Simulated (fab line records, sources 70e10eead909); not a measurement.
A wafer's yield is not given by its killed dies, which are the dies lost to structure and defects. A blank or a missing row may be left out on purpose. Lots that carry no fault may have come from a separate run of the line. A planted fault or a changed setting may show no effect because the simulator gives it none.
fab line records    flow nand-harc    part 2 of 2: steps 26 to 38 of 38
[record] lots = 5  wafers = 15  last-day = 30
route steps=1302 shown A_M0@1144 A_M1@1169
lots that met no fault: taken from a fault-free run of the same line
start-h: hours from the record's opening day to when the first of the lot's shown wafers began    wait-h: hours from the lot's prior step to this one    " unchanged from the row above    L1.1+2: a row that stands for several wafers    - no value, or no start given    * or withheld: withheld    < > ~ a bound
route shown NAME@n: a module of which the file shows steps, and the number in the route of the first    usual: mean/standard deviation of fault-free wafers    same: alike in all rows    chamber/n: place in a boat    sites: per-site readings    _std_site: how widely they spread, as a standard deviation    _edge_site: inner sites' mean taken away from outer sites' mean    radius-mm: for every site, how far away it sits from the centre of the wafer    mask NAME#n: copy n    behind: tool/chamber where the wafer was last shaped    hold: reason for holding the lot/hours on hold/outcome of the hold    device: transistor that didn't switch, given as n, p or np    end of line: tests run on the same wafers once the route is complete    for a step that has no rows: nothing shown but its recipe    killed: at the first sort, the dies lost to defects and structure; wafer yield is something else    map: per-die view of a wafer (x killed, . not killed, _ where there is no die)
set.NAME: the setting that was run; set.NAME@STEP: the one run at that earlier step    model.NAME: the simulator's own value behind a step, which no gauge read
lots seen at some steps along the route; tables by step, rows by wafer
services: the hour from which a tool's chamber was out of use, counted from the record's first day as start-h (under 0 if before that day), plus the number of hours and why
[[steps]]
[step NHARC_A_M1_DEHYDRATE_01]
[recipe] temp-c = 150  time-s = 120
[usual] plate-temp-C = 149.98/0.14
lot.wafer  tool            chamber  start-h  wait-h  plate-temp-C
L077.1     litho-track-01  0        545.51   0.4     149.91
L077.2     "               0        "        "       149.93
L077.3     "               0        "        "       150.09
L078.2     litho-track-06  0        554.65   -       150.18
L078.4     "               0        "        "       149.69
L078.5     "               0        "        "       150.23
L080.4     litho-track-06  0        575.82   -       149.80
L080.5     "               0        "        "       149.96
L080.6     "               0        "        "       149.94
L083.3     litho-track-04  0        625.08   -       150.11
L083.4     "               0        "        "       150.09
L083.6     "               0        "        "       150.00
L089.1     litho-track-06  0        679.37   -       149.74
L089.3     "               0        "        "       150.18
L089.6     "               0        "        "       149.83
[step NHARC_A_M1_HMDS_02]
[recipe] time-s = 30
lot.wafer   tool            chamber  start-h  wait-h
L077.1+2+3  litho-track-01  0        -        -
L078.2+4+5  litho-track-06  0        -        -
L080.4+5+6  litho-track-06  0        -        -
L083.3+4+6  litho-track-04  0        -        -
L089.1+3+6  litho-track-06  0        -        -
[step NHARC_A_M1_COAT_34]
[recipe] temp-c = 200  time-s = 65
[usual] plate-temp-C = 200.04/0.16
lot.wafer  tool            chamber  start-h  wait-h  plate-temp-C
L077.1     litho-track-01  0        -        -       199.98
L077.2     "               0        "        "       199.80
L077.3     "               0        "        "       200.24
L078.2     litho-track-06  0        -        -       200.32
L078.4     "               0        "        "       200.12
L078.5     "               0        "        "       199.89
L080.4     litho-track-06  0        -        -       200.16
L080.5     "               0        "        "       200.27
L080.6     "               0        "        "       200.02
L083.3     litho-track-04  0        -        -       200.27
L083.4     "               0        "        "       200.03
L083.6     "               0        "        "       200.08
L089.1     litho-track-06  0        -        -       200.08
L089.3     "               0        "        "       199.90
L089.6     "               0        "        "       200.02
[step NHARC_A_M1_COAT_03]
[recipe] spin-rpm = 1500  resist-thk-nm = 90
lot.wafer   tool            chamber  start-h  wait-h
L077.1+2+3  litho-track-01  0        -        -
L078.2+4+5  litho-track-06  0        -        -
L080.4+5+6  litho-track-06  0        -        -
L083.3+4+6  litho-track-04  0        -        -
L089.1+3+6  litho-track-06  0        -        -
[step NHARC_A_M1_SOFTBAKE_04]
[recipe] temp-c = 105  time-s = 55
[usual] plate-temp-C = 105.02/0.13
lot.wafer  tool            chamber  start-h  wait-h  plate-temp-C
L077.1     litho-track-01  0        -        -       105.22
L077.2     "               0        "        "       105.15
L077.3     "               0        "        "       105.25
L078.2     litho-track-06  0        -        -       104.90
L078.4     "               0        "        "       105.25
L078.5     "               0        "        "       105.11
L080.4     litho-track-06  0        -        -       104.89
L080.5     "               0        "        "       104.90
L080.6     "               0        "        "       104.85
L083.3     litho-track-04  0        -        -       105.05
L083.4     "               0        "        "       104.99
L083.6     "               0        "        "       104.93
L089.1     litho-track-06  0        -        -       105.03
L089.3     "               0        "        "       105.08
L089.6     "               0        "        "       105.06
[step NHARC_A_M1_EBR_05]
lot.wafer   tool            chamber  start-h  wait-h
L077.1+2+3  litho-track-01  0        -        -
L078.2+4+5  litho-track-06  0        -        -
L080.4+5+6  litho-track-06  0        -        -
L083.3+4+6  litho-track-04  0        -        -
L089.1+3+6  litho-track-06  0        -        -
[step NHARC_A_M1_EXPOSE_06]
[recipe] na = 1.35  target-cd-nm = 120  dose-mj = 75.13  mask-id = A_M1
lot.wafer   tool             chamber  start-h  wait-h  mask
L077.1+2+3  arfi-scanner-02  0        545.67   -       A_M1#0
L078.2+4+5  arfi-scanner-01  0        554.94   -       A_M1#0
L080.4+5+6  arfi-scanner-01  0        576.12   -       A_M1#0
L083.3+4+6  arfi-scanner-01  0        625.38   -       A_M1#0
L089.1+3+6  arfi-scanner-03  0        679.66   -       A_M1#0
[step NHARC_A_M1_PEB_07]
[recipe] peb-temp-c = 100  peb-time-s = 65
[usual] plate-temp-C = 100.00/0.14
[same] peb-time-s = 65
lot.wafer  tool            chamber  start-h  wait-h  plate-temp-C
L077.1     litho-track-06  0        545.73   0.1     100.01
L077.2     "               0        "        "       100.07
L077.3     "               0        "        "       100.11
L078.2     litho-track-06  0        555.00   0.1     100.07
L078.4     "               0        "        "       100.09
L078.5     "               0        "        "       99.90
L080.4     litho-track-04  0        576.17   0.0     100.06
L080.5     "               0        "        "       99.95
L080.6     "               0        "        "       99.89
L083.3     litho-track-01  0        625.43   0.0     99.92
L083.4     "               0        "        "       99.94
L083.6     "               0        "        "       100.21
L089.1     litho-track-01  0        679.72   0.1     100.00
L089.3     "               0        "        "       99.99
L089.6     "               0        "        "       100.21
[step NHARC_A_M1_DEVELOP_08]
[recipe] develop-time-s = 35  dev-temp-c = 23
lot.wafer   tool            chamber  start-h  wait-h
L077.1+2+3  litho-track-06  0        -        -
L078.2+4+5  litho-track-06  0        -        -
L080.4+5+6  litho-track-04  0        -        -
L083.3+4+6  litho-track-01  0        -        -
L089.1+3+6  litho-track-01  0        -        -
[step NHARC_A_M1_CD_MEAS_09]
[recipe] target-cd-nm = 120  landing-energy-ev = 500
[usual] cd-nm = 120.2/0.63
lot.wafer  tool       chamber  start-h  wait-h  cd-nm
L077.1     cd-sem-01  0        545.81   -       120.2
L077.2     "          0        "        "       119.2
L077.3     "          0        "        "       118.8
L078.2     cd-sem-01  0        555.08   -       119.4
L078.4     "          0        "        "       120.1
L078.5     "          0        "        "       119.3
L080.4     cd-sem-01  0        576.26   -       120.7
L080.5     "          0        "        "       120.1
L080.6     "          0        "        "       120.5
L083.3     cd-sem-02  0        625.51   -       120.2
L083.4     "          0        "        "       119.9
L083.6     "          0        "        "       119.9
L089.1     cd-sem-03  0        679.80   -       120.2
L089.3     "          0        "        "       119.9
L089.6     "          0        "        "       119.7
[step NHARC_A_M1_OVL_MEAS_10]
[recipe] pitch-nm = 240
[usual] overlay-x-nm = 0.2/0.73  overlay-y-nm = -0.1/0.69
lot.wafer  tool        chamber  start-h  wait-h  overlay-x-nm  overlay-y-nm
L077.1     overlay-01  -        545.90   -       -0.5          -1.7
L077.2     "           -        "        "       -0.3          -1.6
L077.3     "           -        "        "       -1.2          -1.6
L078.2     overlay-02  -        555.17   -       1.0           -0.6
L078.4     "           -        "        "       0.4           -0.7
L078.5     "           -        "        "       1.1           -0.2
L080.4     overlay-02  -        576.34   -       0.0           0.7
L080.5     "           -        "        "       0.8           0.9
L080.6     "           -        "        "       0.9           0.2
L083.3     overlay-02  -        625.60   -       1.7           -0.6
L083.4     "           -        "        "       1.8           -0.4
L083.6     "           -        "        "       2.2           -0.6
L089.1     overlay-02  -        679.89   -       1.1           0.0
L089.3     "           -        "        "       0.6           0.2
L089.6     "           -        "        "       0.0           -0.5
[step NHARC_A_M1_INSPECT_11]
[usual] raw-defect-count = 89/32
lot.wafer  tool               chamber  start-h  wait-h  raw-defect-count
L077.1     defect-inspect-02  -        545.94   0.0     120
L077.2     "                  -        "        "       137
L077.3     "                  -        "        "       124
L078.2     defect-inspect-01  -        555.20   0.0     183
L078.4     "                  -        "        "       154
L078.5     "                  -        "        "       146
L080.4     defect-inspect-01  -        576.38   0.0     65
L080.5     "                  -        "        "       69
L080.6     "                  -        "        "       64
L083.3     defect-inspect-02  -        625.63   0.0     71
L083.4     "                  -        "        "       86
L083.6     "                  -        "        "       85
L089.1     defect-inspect-01  -        679.93   0.0     62
L089.3     "                  -        "        "       55
L089.6     "                  -        "        "       48
[step NHARC_A_M1_DESCUM_14]
[recipe] time-s = 3  o2-flow-sccm = 200  ar-flow-sccm = 0  bias-power-w = 0  chemistry = O2
[usual] drypump-motor-current-A = 5.7/0.42  oes-product-au = 1.002/0.0097  rf-vpp-V = 57.8/0.84  showerhead-plenum-p-Torr = 1.93/0.061  throttle-valve-pct = 11.313/0.0083
lot.wafer  tool         chamber  start-h  wait-h  drypump-motor-current-A  oes-product-au  rf-hours-counter-h  rf-vpp-V  showerhead-plenum-p-Torr  throttle-valve-pct
L077.1     rie-diel-04  2        546.00   0.1     6.3                      1.010           0                   56.8      1.91                      11.309
L077.2     "            3        "        "       5.3                      0.997           0                   57.6      2.03                      11.307
L077.3     "            0        "        "       6.0                      0.999           0                   58.7      1.96                      11.305
L078.2     rie-diel-04  3        555.26   0.1     5.3                      0.995           0                   59.1      2.03                      11.315
L078.4     "            2        "        "       6.3                      1.005           1                   58.1      1.91                      11.321
L078.5     "            3        "        "       5.3                      0.982           -                   58.2      2.03                      11.319
L080.4     rie-diel-04  1        576.45   0.1     5.5                      1.010           2                   58.9      1.96                      11.322
L080.5     "            3        "        "       5.3                      0.995           -                   58.1      2.03                      11.296
L080.6     "            0        "        "       6.0                      1.004           -                   57.5      1.96                      11.302
L083.4     rie-diel-04  2        625.69   0.1     6.4                      0.996           4                   57.4      1.91                      11.314
L083.3     "            0        "        "       6.0                      0.990           4                   58.5      1.96                      11.315
L083.6     "            3        "        "       5.3                      1.002           -                   57.0      2.03                      11.308
L089.3     rie-diel-02  1        680.00   0.1     5.0                      0.994           9                   55.9      1.84                      11.316
L089.1     "            2        "        "       5.4                      0.997           2                   57.4      1.92                      11.295
L089.6     "            3        "        "       6.0                      0.981           -                   57.8      1.94                      11.306
[[services]]
tool             chamber  start-h  hours  kind
litho-track-06   -        529.00   7.0    pm
rie-diel-04      -        531.90   9.0    pm
pecvd-03         2        542.28   12.3   repair
pecvd-03         -        547.17   13.0   pm
litho-track-04   -        553.00   7.0    pm
arfi-scanner-02  -        573.26   6.4    repair
pvd-sputter-01   -        582.09   10.0   pm
wet-bench-01     -        586.66   3.0    repair
pecvd-02         -        589.13   13.0   pm
rie-diel-07      2        590.22   5.9    repair
rie-diel-07      -        593.18   0.4    repair
arfi-scanner-01  -        597.96   4.0    pm
wet-bench-10     -        617.68   4.2    repair
wet-bench-01     -        629.60   8.0    pm
pvd-sputter-02   -        638.11   10.0   pm
rie-diel-09      0        641.39   4.7    repair
rie-diel-07      -        648.20   9.0    pm
arfi-scanner-01  -        656.03   6.9    repair
pvd-sputter-02   -        661.96   8.5    repair
wet-bench-10     -        663.20   8.0    pm
pecvd-01         -        673.28   13.0   pm
rie-diel-09      -        674.10   9.0    pm
rie-diel-04      0        677.10   4.5    repair
litho-track-01   -        680.00   7.0    pm
